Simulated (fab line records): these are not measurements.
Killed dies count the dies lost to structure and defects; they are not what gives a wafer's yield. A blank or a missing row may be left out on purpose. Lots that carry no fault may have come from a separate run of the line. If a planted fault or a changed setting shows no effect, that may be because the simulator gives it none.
fab line records    flow nand_harc
[record] lots = 24  wafers = 72  last_day = 33
route steps=1302 shown A_SLIT@946 A_CONTACT@999
lots that met no fault: taken from a fault-free run of the same line
start_h: the number of hours between the record's first day and the start of the first shown wafer of the lot    wait_h: time in hours since the lot's previous step    " unchanged from the row above    L1.1+2: several wafers, shown together as one row    - no value present, or no start provided    * or withheld: withheld    < > ~ a bound
route shown NAME@n: NAME is a module with steps in the file, n the number in the route of the first one    usual: average and standard deviation across the fault-free wafers    same: alike in all rows    chamber/n: place in a boat    sites: each site's reading    _std_site: standard deviation across them    _edge_site: inner sites' mean taken away from outer sites' mean    radius_mm: for every site, how far away it sits from the centre of the wafer    mask NAME#n: copy n    behind: the most recent tool/chamber to have shaped the wafer    hold: reason for holding the lot/hours on hold/outcome of the hold    device: transistor that didn't switch, given as n, p or np    end of line: at the end of the route, the tests of the same wafers    step lacking rows: just its recipe    killed: not the wafer's yield, but the dies lost to structure and defects at the first sort    map: the dies of a wafer, with x for killed, . for not killed, _ for no die there
set.NAME: the setting the step ran with; set.NAME@STEP: the setting that earlier step ran with    model.NAME: the simulator's own value behind a step, which no gauge read
steps of the route over a sample of lots; a table a step, a row a wafer
services: the hour from which a tool's chamber was out of use, counted from the record's first day as start_h (under 0 if before that day), plus the number of hours and why
[[steps]]
[step NHARC_A_SLIT_CD_MEAS_21]
[usual] cd_nm = 289.5/0.7
lot.wafer  tool       chamber  start_h  wait_h  cd_nm
L074.2     cd_sem-03  -        452.51   -       289.7
L074.4     "          -        "        "       289.6
L074.5     "          -        "        "       289.0
L075.2     cd_sem-02  -        456.28   -       289.5
L075.3     "          -        "        "       289.0
L075.6     "          -        "        "       289.2
L076.1     cd_sem-02  -        471.60   -       287.9
L076.2     "          -        "        "       288.6
L076.3     "          -        "        "       288.9
L077.1     cd_sem-03  -        488.60   0.1     289.0
L077.2     "          -        "        "       288.8
L077.5     "          -        "        "       288.6
L078.3     cd_sem-01  -        500.32   -       289.5
L078.4     "          -        "        "       289.1
L078.6     "          -        "        "       289.3
L080.1     cd_sem-03  -        509.59   -       289.5
L080.3     "          -        "        "       289.4
L080.5     "          -        "        "       290.6
L079.1     cd_sem-02  -        513.06   -       289.7
L079.3     "          -        "        "       289.5
L079.4     "          -        "        "       290.5
L083.2     cd_sem-02  -        535.82   -       288.9
L083.3     "          -        "        "       288.2
L083.4     "          -        "        "       289.0
L081.3     cd_sem-01  -        536.30   -       289.8
L081.5     "          -        "        "       290.1
L081.6     "          -        "        "       289.7
L082.3     cd_sem-01  -        539.60   -       290.6
L082.4     "          -        "        "       289.8
L082.6     "          -        "        "       290.4
L084.1     cd_sem-03  -        572.22   -       289.8
L084.5     "          -        "        "       289.4
L084.6     "          -        "        "       289.6
L085.1     cd_sem-03  -        572.59   -       290.1
L085.4     "          -        "        "       289.8
L085.6     "          -        "        "       290.1
L086.3     cd_sem-01  -        577.72   -       289.7
L086.4     "          -        "        "       289.5
L086.6     "          -        "        "       290.3
L087.3     cd_sem-02  -        586.20   -       290.2
L087.4     "          -        "        "       289.9
L087.6     "          -        "        "       289.5
L089.3     cd_sem-03  -        594.28   -       288.6
L089.5     "          -        "        "       288.0
L089.6     "          -        "        "       288.3
L088.2     cd_sem-01  -        594.38   -       288.0
L088.3     "          -        "        "       288.4
L088.5     "          -        "        "       289.0
L091.2     cd_sem-03  -        624.12   -       287.7
L091.5     "          -        "        "       288.7
L091.6     "          -        "        "       287.8
L090.2     cd_sem-02  -        627.10   -       290.2
L090.5     "          -        "        "       290.1
L090.6     "          -        "        "       289.7
L092.2     cd_sem-02  -        650.77   -       289.8
L092.4     "          -        "        "       289.8
L092.5     "          -        "        "       290.1
L093.1     cd_sem-03  -        652.73   -       290.6
L093.2     "          -        "        "       289.6
L093.5     "          -        "        "       290.3
L096.1     cd_sem-02  -        670.89   -       289.4
L096.2     "          -        "        "       289.2
L096.4     "          -        "        "       289.6
L095.4     cd_sem-01  -        674.30   -       289.6
L095.5     "          -        "        "       290.2
L095.6     "          -        "        "       290.2
L097.1     cd_sem-03  -        674.58   -       289.3
L097.3     "          -        "        "       290.1
L097.5     "          -        "        "       289.9
L094.1     cd_sem-03  -        678.46   -       289.8
L094.3     "          -        "        "       290.1
L094.5     "          -        "        "       289.5
[step NHARC_A_CONTACT_INSPECT_44]
[usual] raw_defect_count = 87/33
lot.wafer  tool               chamber  start_h  wait_h  raw_defect_count
L074.2     defect_inspect-02  -        485.60   0.0     13
L074.4     "                  -        "        "       17
L074.5     "                  -        "        "       16
L075.2     defect_inspect-01  -        488.44   0.0     119
L075.3     "                  -        "        "       121
L075.6     "                  -        "        "       111
L076.1     defect_inspect-01  -        508.57   0.0     18
L076.2     "                  -        "        "       24
L076.3     "                  -        "        "       26
L077.1     defect_inspect-02  -        524.46   0.0     102
L077.2     "                  -        "        "       101
L077.5     "                  -        "        "       97
L078.3     defect_inspect-02  -        533.96   0.0     112
L078.4     "                  -        "        "       105
L078.6     "                  -        "        "       98
L080.1     defect_inspect-02  -        540.08   0.0     61
L080.3     "                  -        "        "       78
L080.5     "                  -        "        "       87
L079.1     defect_inspect-02  -        544.99   0.0     97
L079.3     "                  -        "        "       92
L079.4     "                  -        "        "       124
L081.3     defect_inspect-02  -        572.43   0.0     98
L081.5     "                  -        "        "       114
L081.6     "                  -        "        "       101
L083.2     defect_inspect-01  -        573.79   0.0     76
L083.3     "                  -        "        "       80
L083.4     "                  -        "        "       91
L082.3     defect_inspect-01  -        575.63   0.0     130
L082.4     "                  -        "        "       127
L082.6     "                  -        "        "       118
L085.1     defect_inspect-01  -        602.68   0.0     74
L085.4     "                  -        "        "       91
L085.6     "                  -        "        "       79
L084.1     defect_inspect-02  -        602.94   0.0     119
L084.5     "                  -        "        "       108
L084.6     "                  -        "        "       114
L086.3     defect_inspect-01  -        608.61   0.0     74
L086.4     "                  -        "        "       68
L086.6     "                  -        "        "       85
L087.3     defect_inspect-02  -        617.05   0.0     134
L087.4     "                  -        "        "       145
L087.6     "                  -        "        "       125
L088.2     defect_inspect-02  -        632.35   0.0     40
L088.3     "                  -        "        "       42
L088.5     "                  -        "        "       36
L089.3     defect_inspect-01  -        632.55   0.0     106
L089.5     "                  -        "        "       103
L089.6     "                  -        "        "       109
L091.2     defect_inspect-02  -        655.58   0.0     102
L091.5     "                  -        "        "       86
L091.6     "                  -        "        "       104
L090.2     defect_inspect-02  -        661.51   0.0     79
L090.5     "                  -        "        "       72
L090.6     "                  -        "        "       67
L092.2     defect_inspect-02  -        683.17   0.0     114
L092.4     "                  -        "        "       104
L092.5     "                  -        "        "       125
L093.1     defect_inspect-01  -        688.65   0.0     23
L093.2     "                  -        "        "       25
L093.5     "                  -        "        "       24
L096.1     defect_inspect-01  -        702.73   0.0     65
L096.2     "                  -        "        "       79
L096.4     "                  -        "        "       71
L095.4     defect_inspect-01  -        702.89   0.0     70
L095.5     "                  -        "        "       77
L095.6     "                  -        "        "       78
L097.1     defect_inspect-01  -        707.75   0.0     112
L097.3     "                  -        "        "       121
L097.5     "                  -        "        "       120
L094.1     defect_inspect-02  -        711.98   0.0     68
L094.3     "                  -        "        "       85
L094.5     "                  -        "        "       75
[step NHARC_A_CONTACT_ETCH_111]
[recipe] source_w = withheld  pressure_mtorr = 20  bias_v = withheld  time_s = 140  target_depth_a = 7000  ar_flow_sccm = withheld  c4f8_flow_sccm = withheld  o2_flow_sccm = withheld  chemistry = C4F8/O2/Ar
lot.wafer  tool             chamber  start_h  wait_h  rf_hours_counter_h
L074.2     har_cap_etch-02  1        487.56   -       81
L074.4     "                0        "        "       -
L074.5     "                0        "        "       -
L075.2     har_cap_etch-01  0        490.41   -       127
L075.3     "                1        "        "       -
L075.6     "                1        "        "       -
L076.2     har_cap_etch-03  0        510.46   -       42
L076.1     "                1        "        "       42
L076.3     "                0        "        "       -
L077.1     har_cap_etch-03  0        526.35   -       46
L077.2     "                1        "        "       46
L077.5     "                1        "        "       -
L078.4     har_cap_etch-01  1        535.91   -       -
L078.3     "                0        "        "       -
L078.6     "                0        "        "       -
L080.1     har_cap_etch-02  0        542.34   -       91
L080.3     "                1        "        "       -
L080.5     "                0        "        "       -
L079.1     har_cap_etch-03  0        546.93   -       50
L079.4     "                0        "        "       -
L079.3     "                1        "        "       -
L081.3     har_cap_etch-03  1        574.39   -       -
L081.6     "                1        "        "       -
L081.5     "                0        "        "       -
L083.2     har_cap_etch-01  1        575.73   -       9
L083.4     "                1        "        "       -
L083.3     "                0        "        "       -
L082.3     har_cap_etch-02  0        577.58   -       -
L082.4     "                1        "        "       -
L082.6     "                0        "        "       -
L085.1     har_cap_etch-03  0        604.70   -       59
L085.4     "                0        "        "       -
L085.6     "                1        "        "       -
L084.1     har_cap_etch-01  1        604.82   -       14
L084.5     "                1        "        "       -
L084.6     "                0        "        "       -
L086.4     har_cap_etch-02  1        610.56   -       -
L086.3     "                0        "        "       -
L086.6     "                0        "        "       -
L087.4     har_cap_etch-02  0        619.01   -       -
L087.3     "                1        "        "       -
L087.6     "                0        "        "       -
L088.2     har_cap_etch-03  1        634.22   -       65
L088.3     "                0        "        "       -
L088.5     "                1        "        "       -
L089.3     har_cap_etch-01  1        634.52   -       -
L089.6     "                0        "        "       -
L089.5     "                1        "        "       -
L091.2     har_cap_etch-02  0        657.48   -       113
L091.5     "                1        "        "       -
L091.6     "                0        "        "       -
L090.2     har_cap_etch-03  1        663.50   -       70
L090.6     "                1        "        "       -
L090.5     "                0        "        "       -
L092.2     har_cap_etch-01  1        685.08   -       27
L092.4     "                1        "        "       -
L092.5     "                1        "        "       -
L093.1     har_cap_etch-03  1        690.54   -       74
L093.2     "                0        "        "       74
L093.5     "                1        "        "       -
L096.1     har_cap_etch-03  1        704.61   -       76
L096.2     "                0        "        "       76
L096.4     "                1        "        "       -
L095.4     har_cap_etch-02  0        704.86   -       -
L095.5     "                1        "        "       -
L095.6     "                0        "        "       -
L097.1     har_cap_etch-03  0        709.63   -       78
L097.3     "                0        "        "       -
L097.5     "                0        "        "       -
L094.1     har_cap_etch-02  1        713.86   -       123
L094.3     "                0        "        "       -
L094.5     "                0        "        "       -
[step NHARC_A_CONTACT_ETCH_113]
[recipe] source_w = withheld  pressure_mtorr = 20  bias_v = 3000  time_s = 190  target_depth_a = 18500  ar_flow_sccm = withheld  c4f8_flow_sccm = withheld  o2_flow_sccm = withheld  chemistry = C4F8/O2/Ar
lot.wafer  tool             chamber  start_h  wait_h  rf_hours_counter_h
L074.2     har_cap_etch-02  1        487.94   0.1     81
L074.4     "                0        "        "       -
L074.5     "                0        "        "       -
L075.2     har_cap_etch-01  0        490.77   0.1     128
L075.3     "                1        "        "       -
L075.6     "                1        "        "       -
L076.2     har_cap_etch-03  0        510.83   0.1     42
L076.1     "                1        "        "       42
L076.3     "                0        "        "       -
L077.1     har_cap_etch-03  0        526.73   0.1     46
L077.2     "                1        "        "       46
L077.5     "                1        "        "       -
L078.4     har_cap_etch-01  1        536.28   0.1     -
L078.3     "                0        "        "       -
L078.6     "                0        "        "       -
L080.1     har_cap_etch-02  0        542.70   0.1     91
L080.3     "                1        "        "       -
L080.5     "                0        "        "       -
L079.1     har_cap_etch-03  0        547.30   0.1     50
L079.4     "                0        "        "       -
L079.3     "                1        "        "       -
L081.3     har_cap_etch-03  1        574.74   0.1     -
L081.6     "                1        "        "       -
L081.5     "                0        "        "       -
L083.2     har_cap_etch-01  1        576.10   0.1     9
L083.4     "                1        "        "       -
L083.3     "                0        "        "       -
L082.3     har_cap_etch-02  0        577.94   0.1     -
L082.4     "                1        "        "       -
L082.6     "                0        "        "       -
L085.1     har_cap_etch-03  0        605.08   0.1     59
L085.4     "                0        "        "       -
L085.6     "                1        "        "       -
L084.1     har_cap_etch-01  1        605.31   0.2     15
L084.5     "                1        "        "       -
L084.6     "                0        "        "       -
L086.4     har_cap_etch-02  1        610.92   0.1     -
L086.3     "                0        "        "       -
L086.6     "                0        "        "       -
L087.4     har_cap_etch-02  0        619.37   0.1     -
L087.3     "                1        "        "       -
L087.6     "                0        "        "       -
L088.2     har_cap_etch-03  1        634.59   0.1     65
L088.3     "                0        "        "       -
L088.5     "                1        "        "       -
L089.3     har_cap_etch-01  1        634.88   0.1     -
L089.6     "                0        "        "       -
L089.5     "                1        "        "       -
L091.2     har_cap_etch-02  0        657.85   0.1     114
L091.5     "                1        "        "       -
L091.6     "                0        "        "       -
L090.2     har_cap_etch-03  1        663.87   0.1     70
L090.6     "                1        "        "       -
L090.5     "                0        "        "       -
L092.2     har_cap_etch-01  1        685.45   0.1     27
L092.4     "                1        "        "       -
L092.5     "                1        "        "       -
L093.1     har_cap_etch-03  1        691.03   0.2     74
L093.2     "                0        "        "       74
L093.5     "                1        "        "       -
L096.1     har_cap_etch-03  1        704.99   0.1     76
L096.2     "                0        "        "       76
L096.4     "                1        "        "       -
L095.4     har_cap_etch-02  0        705.21   0.1     -
L095.5     "                1        "        "       -
L095.6     "                0        "        "       -
L097.1     har_cap_etch-03  0        710.01   0.1     78
L097.3     "                0        "        "       -
L097.5     "                0        "        "       -
L094.1     har_cap_etch-02  1        714.23   0.1     123
L094.3     "                0        "        "       -
L094.5     "                0        "        "       -
[step NHARC_A_CONTACT_ETCH_102]
[recipe] target_depth_a = 1000  overetch_a = 100  time_s = 55  ion_energy_ev = 100  cf4_flow_sccm = 80  o2_flow_sccm = 20  ar_flow_sccm = 0  rf_w = 300  bias_w = 100  chemistry = CF4/O2
[usual] drypump_motor_current_A = 5.8/0.49  o2_flow_sccm = 20.00/0.061  oes_product_au = 1.001/0.0077  rf_fwd_power_W = 296.7/1.2  rf_vpp_V = 197.9/1.4  showerhead_plenum_p_Torr = 1.33/0.051  throttle_valve_pct = 13.397/0.01
lot.wafer  tool         chamber  start_h  wait_h  drypump_motor_current_A  o2_flow_sccm  oes_product_au  rf_fwd_power_W  rf_hours_counter_h  rf_vpp_V  showerhead_plenum_p_Torr  throttle_valve_pct
L074.4     rie_diel-11  1        491.16   0.1     5.4                      19.96         0.990           295.9           10                  198.0     1.35                      13.408
L074.2     "            2        "        "       5.5                      19.89         0.989           297.2           8                   198.0     1.36                      13.391
L074.5     "            0        "        "       5.2                      19.90         0.992           295.9           -                   199.7     1.39                      13.409
L075.2     rie_diel-08  3        493.94   0.1     6.1                      20.09         1.009           297.0           43                  198.5     1.41                      13.394
L075.3     "            0        "        "       6.4                      19.98         1.003           297.1           38                  197.8     1.30                      13.403
L075.6     "            2        "        "       6.2                      20.03         1.009           298.4           -                   198.2     1.35                      13.389
L076.2     rie_diel-11  2        514.18   0.0     5.4                      20.03         0.999           297.4           13                  199.3     1.36                      13.388
L076.1     "            3        "        "       6.6                      20.06         0.999           296.9           12                  197.6     1.26                      13.409
L076.3     "            1        "        "       5.4                      19.93         0.997           298.7           14                  199.3     1.35                      13.392
L077.2     rie_diel-03  2        529.93   0.1     6.5                      19.97         0.999           297.0           20                  196.0     1.27                      13.397
L077.1     "            3        "        "       6.2                      20.05         1.000           296.1           19                  200.0     1.41                      13.412
L077.5     "            3        "        "       6.2                      19.95         0.998           294.6           -                   201.3     1.41                      13.399
L078.4     rie_diel-08  0        539.49   0.0     6.4                      19.93         0.992           299.3           49                  196.5     1.30                      13.415
L078.3     "            2        "        "       6.2                      19.97         1.006           297.2           56                  196.7     1.34                      13.372
L078.6     "            1        "        "       5.6                      19.98         0.994           297.1           -                   197.6     1.29                      13.393
L080.1     rie_diel-11  3        546.05   0.1     6.5                      20.11         0.996           292.8           17                  196.6     1.26                      13.400
L080.3     "            0        "        "       5.2                      20.01         0.999           294.9           19                  199.0     1.39                      13.383
L080.5     "            0        "        "       5.2                      20.00         1.001           294.3           -                   198.7     1.39                      13.399
L079.4     rie_diel-11  0        550.50   0.1     5.2                      20.02         1.007           295.3           20                  199.1     1.39                      13.399
L079.3     "            2        "        "       5.4                      20.15         1.002           297.6           20                  200.0     1.36                      13.403
L079.1     "            3        "        "       6.5                      20.03         0.997           296.6           18                  196.2     1.26                      13.413
L081.3     rie_diel-11  0        577.90   0.1     5.2                      20.02         0.997           295.8           24                  199.8     1.39                      13.388
L081.6     "            3        "        "       6.5                      19.93         1.003           295.8           -                   195.1     1.26                      13.404
L081.5     "            0        "        "       5.2                      20.03         1.003           296.4           -                   199.1     1.38                      13.396
L083.4     rie_diel-11  3        579.30   0.1     6.6                      19.97         0.995           295.5           24                  195.8     1.26                      13.376
L083.2     "            0        "        "       5.2                      20.02         1.000           294.2           25                  199.0     1.39                      13.390
L083.3     "            1        "        "       5.5                      20.00         0.992           296.1           27                  198.5     1.35                      13.372
L082.4     rie_diel-08  3        581.07   0.1     6.1                      19.94         1.005           298.5           8                   199.7     1.40                      13.400
L082.3     "            2        "        "       6.2                      19.84         0.998           297.4           9                   196.5     1.34                      13.394
L082.6     "            3        "        "       6.0                      20.01         0.994           297.4           -                   198.3     1.40                      13.390
L085.4     rie_diel-11  2        608.27   0.1     5.4                      20.04         1.014           295.8           30                  199.9     1.35                      13.391
L085.1     "            3        "        "       6.5                      19.92         0.990           295.9           28                  196.3     1.26                      13.402
L085.6     "            2        "        "       5.4                      19.95         1.008           296.8           -                   197.7     1.35                      13.401
L084.1     rie_diel-03  2        608.63   0.1     6.4                      20.01         1.010           297.1           46                  197.0     1.27                      13.417
L084.6     "            3        "        "       6.1                      19.95         1.013           296.7           -                   200.0     1.41                      13.419
L084.5     "            0        "        "       5.7                      19.99         1.002           295.2           -                   196.8     1.29                      13.413
L086.4     rie_diel-08  1        614.23   0.1     5.7                      20.06         0.994           297.3           19                  197.0     1.29                      13.394
L086.3     "            3        "        "       6.1                      20.01         0.998           296.4           17                  199.4     1.40                      13.407
L086.6     "            0        "        "       6.4                      20.03         1.000           297.1           -                   196.6     1.29                      13.395
L087.3     rie_diel-11  3        622.52   0.1     6.5                      20.02         1.008           295.1           0                   195.5     1.25                      13.374
L087.4     "            1        "        "       5.5                      20.07         0.999           297.8           0                   199.7     1.35                      13.406
L087.6     "            3        "        "       6.5                      20.05         1.014           295.5           -                   195.9     1.25                      13.392
L088.3     rie_diel-11  0        637.84   0.1     5.2                      20.01         0.991           295.2           3                   199.6     1.38                      13.384
L088.2     "            2        "        "       5.4                      20.02         0.990           296.5           4                   198.6     1.35                      13.400
L088.5     "            3        "        "       6.5                      19.98         0.991           296.1           -                   197.7     1.25                      13.391
L089.3     rie_diel-11  2        638.15   0.1     5.5                      19.90         1.014           297.1           4                   197.2     1.35                      13.378
L089.5     "            1        "        "       5.5                      20.03         0.995           297.0           -                   197.8     1.34                      13.406
L089.6     "            2        "        "       5.5                      19.89         1.014           298.4           -                   199.3     1.35                      13.396
L091.2     rie_diel-11  2        661.09   0.1     5.5                      20.04         1.002           297.2           9                   197.9     1.35                      13.403
L091.6     "            0        "        "       5.2                      20.05         1.004           295.4           -                   198.2     1.38                      13.390
L091.5     "            2        "        "       5.4                      20.03         1.010           298.6           -                   199.3     1.35                      13.379
L090.2     rie_diel-03  2        667.07   0.0     6.4                      19.99         1.004           295.6           7                   196.5     1.26                      13.403
L090.6     "            2        "        "       6.4                      20.01         0.998           295.8           -                   196.7     1.26                      13.391
L090.5     "            3        "        "       6.2                      20.06         1.021           296.7           -                   200.6     1.40                      13.392
L092.4     rie_diel-03  2        688.63   0.1     6.5                      20.04         0.996           296.9           15                  196.0     1.26                      13.396
L092.2     "            0        "        "       5.7                      20.04         0.991           295.9           12                  195.5     1.28                      13.399
L092.5     "            2        "        "       6.5                      20.06         0.993           296.3           -                   197.8     1.26                      13.393
L093.2     rie_diel-11  2        695.09   0.1     5.4                      19.86         0.992           297.8           14                  198.6     1.35                      13.392
L093.1     "            3        "        "       6.5                      19.91         0.999           296.3           12                  197.0     1.25                      13.398
L093.5     "            2        "        "       5.4                      20.03         0.994           295.3           -                   197.3     1.35                      13.400
L096.1     rie_diel-08  3        708.24   0.1     6.0                      20.03         1.003           298.2           47                  198.7     1.39                      13.409
L096.4     "            0        "        "       6.4                      20.02         1.010           297.2           47                  196.6     1.29                      13.408
L096.2     "            1        "        "       5.7                      19.96         1.000           296.2           51                  197.4     1.28                      13.396
L095.4     rie_diel-08  0        708.49   0.2     6.4                      20.09         0.995           296.2           47                  196.1     1.29                      13.401
L095.5     "            0        "        "       6.4                      20.05         1.009           296.8           -                   196.8     1.29                      13.407
L095.6     "            1        "        "       5.7                      20.05         1.000           297.7           -                   195.8     1.28                      13.394
L097.1     rie_diel-11  2        713.23   0.1     5.4                      20.01         1.003           297.0           17                  196.8     1.35                      13.395
L097.3     "            3        "        "       6.6                      19.87         0.997           295.7           14                  197.2     1.25                      13.386
L097.5     "            1        "        "       5.5                      20.05         0.978           297.5           -                   196.3     1.34                      13.399
L094.1     rie_diel-03  0        717.64   0.1     5.7                      19.94         1.006           295.2           20                  196.7     1.28                      13.385
L094.3     "            2        "        "       6.4                      19.83         1.011           297.8           25                  196.4     1.26                      13.389
L094.5     "            0        "        "       5.7                      19.94         1.011           294.7           -                   196.8     1.28                      13.395
[step NHARC_A_CONTACT_DEP_57]
[recipe] target_thk_a = 53000  temp_c = 400  material = aC
[usual] throttle_valve_pct = 35.001/0.0094
lot.wafer  tool        chamber  start_h  wait_h  throttle_valve_pct
L074.2     acl_dep-03  0        498.53   -       34.987
L074.4     "           0        499.57   -       34.997
L074.5     "           0        "        "       34.999
L075.2     acl_dep-01  0        498.87   -       34.995
L075.3     "           0        "        "       35.004
L075.6     "           0        501.00   -       34.981
L076.1     acl_dep-02  0        514.85   -       35.001
L076.2     "           0        "        "       35.000
L076.3     "           0        "        "       34.995
L077.1     acl_dep-01  0        532.97   -       35.004
L077.2     "           0        "        "       35.005
L077.5     "           0        535.13   -       35.017
L078.3     acl_dep-02  0        541.22   -       35.014
L078.4     "           0        "        "       34.992
L078.6     "           0        542.84   -       34.987
L080.1     acl_dep-03  0        546.72   -       35.005
L080.3     "           0        547.79   -       35.014
L080.5     "           0        548.86   -       35.004
L079.1     acl_dep-01  0        551.17   -       34.990
L079.3     "           0        552.23   -       34.982
L079.4     "           0        "        "       34.998
L081.3     acl_dep-02  0        580.36   -       34.995
L081.5     "           0        581.43   -       34.986
L081.6     "           0        "        "       34.985
L083.2     acl_dep-01  0        580.51   -       35.003
L083.3     "           0        "        "       34.980
L083.4     "           0        "        "       35.003
L082.3     acl_dep-01  0        584.31   -       35.004
L082.4     "           0        "        "       35.001
L082.6     "           0        585.92   -       34.996
L085.1     acl_dep-01  0        608.93   -       35.006
L085.4     "           0        610.54   -       35.007
L085.6     "           0        611.62   -       35.014
L084.1     acl_dep-02  0        609.28   -       35.007
L084.5     "           0        611.47   -       35.010
L084.6     "           0        "        "       35.003
L086.3     acl_dep-03  0        622.89   -       35.008
L086.4     "           0        "        "       35.010
L086.6     "           0        624.50   -       34.995
L087.3     acl_dep-01  0        629.80   -       35.024
L087.4     "           0        "        "       35.005
L087.6     "           0        631.40   -       35.004
L088.2     acl_dep-01  0        639.03   -       34.985
L088.3     "           0        "        "       34.996
L088.5     "           0        640.62   -       35.008
L089.3     acl_dep-03  0        641.03   -       34.987
L089.5     "           0        642.11   -       34.989
L089.6     "           0        "        "       35.010
L091.2     acl_dep-01  0        664.88   -       35.010
L091.5     "           0        666.47   -       34.999
L091.6     "           0        "        "       35.011
L090.2     acl_dep-02  0        669.95   -       34.995
L090.5     "           0        671.55   -       35.005
L090.6     "           0        "        "       35.011
L092.2     acl_dep-01  0        689.84   -       35.005
L092.4     "           0        690.95   -       34.992
L092.5     "           0        "        "       34.996
L093.1     acl_dep-02  0        695.75   -       34.999
L093.2     "           0        "        "       35.005
L093.5     "           0        697.87   -       34.997
L096.1     acl_dep-02  0        711.11   -       34.989
L096.2     "           0        "        "       35.004
L096.4     "           0        712.71   -       35.002
L095.4     acl_dep-01  0        713.39   -       34.997
L095.5     "           0        "        "       34.986
L095.6     "           0        "        "       34.994
L097.1     acl_dep-02  0        714.30   -       35.008
L097.3     "           0        715.38   -       35.008
L097.5     "           0        716.47   -       35.011
L094.1     acl_dep-01  0        719.26   -       34.996
L094.3     "           0        720.33   -       35.003
L094.5     "           0        721.40   -       35.009
[[services]]
tool             chamber  start_h  hours  kind
rie_diel-11      0        467.30   -      clean
rie_diel-11      1        467.30   -      clean
rie_diel-11      2        467.30   -      clean
rie_diel-11      3        467.30   -      clean
acl_dep-03       -        485.00   13.0   pm
rie_diel-03      3        490.72   4.6    repair
har_cap_etch-01  -        497.00   17.0   pm
rie_diel-03      -        503.76   0.7    repair
acl_dep-01       -        512.51   1.4    repair
acl_dep-03       -        518.10   0.4    repair
har_cap_etch-02  -        533.87   0.6    repair
rie_diel-08      -        545.69   9.0    pm
acl_dep-01       -        554.34   13.0   pm
acl_dep-03       -        579.38   4.1    repair
rie_diel-11      -        610.48   9.0    pm
acl_dep-02       -        612.56   13.0   pm
rie_diel-03      1        627.97   4.9    repair
rie_diel-03      0        632.52   12.3   repair
rie_diel-03      -        636.63   9.0    pm
rie_diel-08      2        650.13   11.7   repair
har_cap_etch-03  -        653.46   0.8    repair
rie_diel-11      3        660.23   4.5    repair
acl_dep-03       -        667.72   13.0   pm
rie_diel-11      1        672.14   4.0    repair
[[key]]
fault none
